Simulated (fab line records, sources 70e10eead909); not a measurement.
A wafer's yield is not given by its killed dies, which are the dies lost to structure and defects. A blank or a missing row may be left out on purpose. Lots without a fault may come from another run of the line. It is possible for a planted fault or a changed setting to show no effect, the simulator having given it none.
Matching of chambers || flow nand-harc || pecvd-04 running NHARC_P_GATE_DEP_103: 3 sister chambers
The step deposits SiON, target thk 30 nm. 22 wafers are shown with their chamber, then 11 later ones without.

WAFERS PAIRED WITH THEIR CHAMBERS
{"wafer": "L076.1", "chamber": 2, "heater-power-w (W)": 827}
{"wafer": "L076.2", "chamber": 1, "heater-power-w (W)": 779}
{"wafer": "L076.3", "chamber": 0, "heater-power-w (W)": 627}
{"wafer": "L076.4", "chamber": 2, "heater-power-w (W)": 873}
{"wafer": "L076.5", "chamber": 0, "heater-power-w (W)": 634}
{"wafer": "L076.6", "chamber": 1, "heater-power-w (W)": 778}
{"wafer": "L079.1", "chamber": 0, "heater-power-w (W)": 690}
{"wafer": "L079.3", "chamber": 2, "heater-power-w (W)": 790}
{"wafer": "L079.5", "chamber": 1, "heater-power-w (W)": 707}
{"wafer": "L079.2", "chamber": 1, "heater-power-w (W)": 715}
{"wafer": "L079.4", "chamber": 2, "heater-power-w (W)": 777}
{"wafer": "L079.6", "chamber": 0, "heater-power-w (W)": 680}
{"wafer": "L081.1", "chamber": 2, "heater-power-w (W)": 831}
{"wafer": "L081.4", "chamber": 1, "heater-power-w (W)": 683}
{"wafer": "L081.5", "chamber": 2, "heater-power-w (W)": 824}
{"wafer": "L082.1", "chamber": 1, "heater-power-w (W)": 728}
{"wafer": "L082.4", "chamber": 0, "heater-power-w (W)": 613}
{"wafer": "L082.5", "chamber": 1, "heater-power-w (W)": 720}
{"wafer": "L085.2", "chamber": 1, "heater-power-w (W)": 635}
{"wafer": "L085.3", "chamber": 0, "heater-power-w (W)": 628}
{"wafer": "L085.6", "chamber": 1, "heater-power-w (W)": 632}
{"wafer": "L087.1", "chamber": 2, "heater-power-w (W)": 855}

SIGNATURES (means of the wafers above)
{"reading": "heater-power-w", "chamber 0": 645.33, "chamber 1": 708.56, "chamber 2": 825.29, "scatter within a chamber": 42.3}
Rule: a wafer lies at a distance from a chamber equal to the root of the sum of squares, over the readings, of (its reading less the chamber's mean, divided by the reading's scatter). If the next closest chamber is less than 2 further off than the closest, the wafer can't be placed; otherwise it belongs to the closest. The scatter is the square root of a quotient: the sum, over the shown wafers, of each reading's squared deviation from its chamber's mean, divided by wafers minus chambers.

WAFERS WITH NO CHAMBER GIVEN
{"wafer": "L087.5", "heater-power-w (W)": 659}
{"wafer": "L087.6", "heater-power-w (W)": 821}
{"wafer": "L091.1", "heater-power-w (W)": 701}
{"wafer": "L091.4", "heater-power-w (W)": 730}
{"wafer": "L091.5", "heater-power-w (W)": 703}
{"wafer": "L096.2", "heater-power-w (W)": 610}
{"wafer": "L096.3", "heater-power-w (W)": 656}
{"wafer": "L096.5", "heater-power-w (W)": 670}
{"wafer": "L097.2", "heater-power-w (W)": 748}
{"wafer": "L097.3", "heater-power-w (W)": 640}
{"wafer": "L097.5", "heater-power-w (W)": 628}

THE CHAMBER EACH PASSED THROUGH
{"wafer": "L087.5", "from the rows above": "can't be placed: 0 or 1", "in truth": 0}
{"wafer": "L087.6", "from the rows above": 2, "in truth": 2}
{"wafer": "L091.1", "from the rows above": "can't be placed: 1 or 0", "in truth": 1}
{"wafer": "L091.4", "from the rows above": "can't be placed: 1 or 0 or 2", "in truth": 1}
{"wafer": "L091.5", "from the rows above": "can't be placed: 1 or 0", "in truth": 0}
{"wafer": "L096.2", "from the rows above": "can't be placed: 0 or 1", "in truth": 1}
{"wafer": "L096.3", "from the rows above": "can't be placed: 0 or 1", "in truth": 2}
{"wafer": "L096.5", "from the rows above": "can't be placed: 0 or 1", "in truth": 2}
{"wafer": "L097.2", "from the rows above": "can't be placed: 1 or 2 or 0", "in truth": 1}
{"wafer": "L097.3", "from the rows above": "can't be placed: 0 or 1", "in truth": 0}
{"wafer": "L097.5", "from the rows above": "can't be placed: 0 or 1", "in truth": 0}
Placed correctly: 1 of 11. Unplaceable from these rows: 10, with the true chamber sitting among the candidates in 8. Wrongly placed: 0.
